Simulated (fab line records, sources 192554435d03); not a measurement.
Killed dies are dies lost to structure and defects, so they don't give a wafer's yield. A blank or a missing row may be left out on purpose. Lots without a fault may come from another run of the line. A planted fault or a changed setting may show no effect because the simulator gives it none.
Chamber matching | flow n5_finfet | N5_BEOL_M7_ALD_77 on ald_metal-04: 4 sister chambers
The step deposits TaN, target thk 2 nm, pulse time 2 s, purge time 3 s. 4 wafers are shown with their chamber, then 11 later ones without.

WAFERS WITH THEIR CHAMBER
wafer  | chamber | heater_power_w (W)
L087.1 | 3       | 355
L087.5 | 2       | 417
L091.2 | 1       | 497
L090.4 | 0       | 488

WAFERS WITHOUT THEIR CHAMBER
wafer  | heater_power_w (W)
L090.5 | 506
L090.6 | 487
L092.2 | 348
L092.4 | 502
L092.5 | 354
L093.1 | 496
L093.5 | 422
L093.6 | 497
L096.2 | 350
L096.4 | 505
L096.6 | 508

WHICH CHAMBER EACH WENT THROUGH
wafer  | from the rows above     | in truth
L090.5 | can't be placed: 1 or 0 | 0
L090.6 | can't be placed: 0 or 1 | 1
L092.2 | 3                       | 3
L092.4 | can't be placed: 1 or 0 | 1
L092.5 | 3                       | 3
L093.1 | can't be placed: 1 or 0 | 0
L093.5 | 2                       | 2
L093.6 | can't be placed: 1 or 0 | 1
L096.2 | 3                       | 3
L096.4 | can't be placed: 1 or 0 | 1
L096.6 | can't be placed: 1 or 0 | 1
Placed correctly: 4 of 11. Can't be placed from these rows: 7 (the true chamber is among the candidates in 7). Placed wrongly: 0.
How it was worked out, from the rows above alone: a wafer's distance from a chamber is the root of the sum, over the readings, of the square of ((its reading less the chamber's mean) divided by the reading's scatter). The wafer belongs to the nearest chamber; if the next one is less than 2 further off, it can't be placed. A chamber's mean is the mean of its shown wafers. The scatter: with one shown wafer a chamber, the root of the mean of the squares of how far each hidden wafer lies from its nearest shown one.
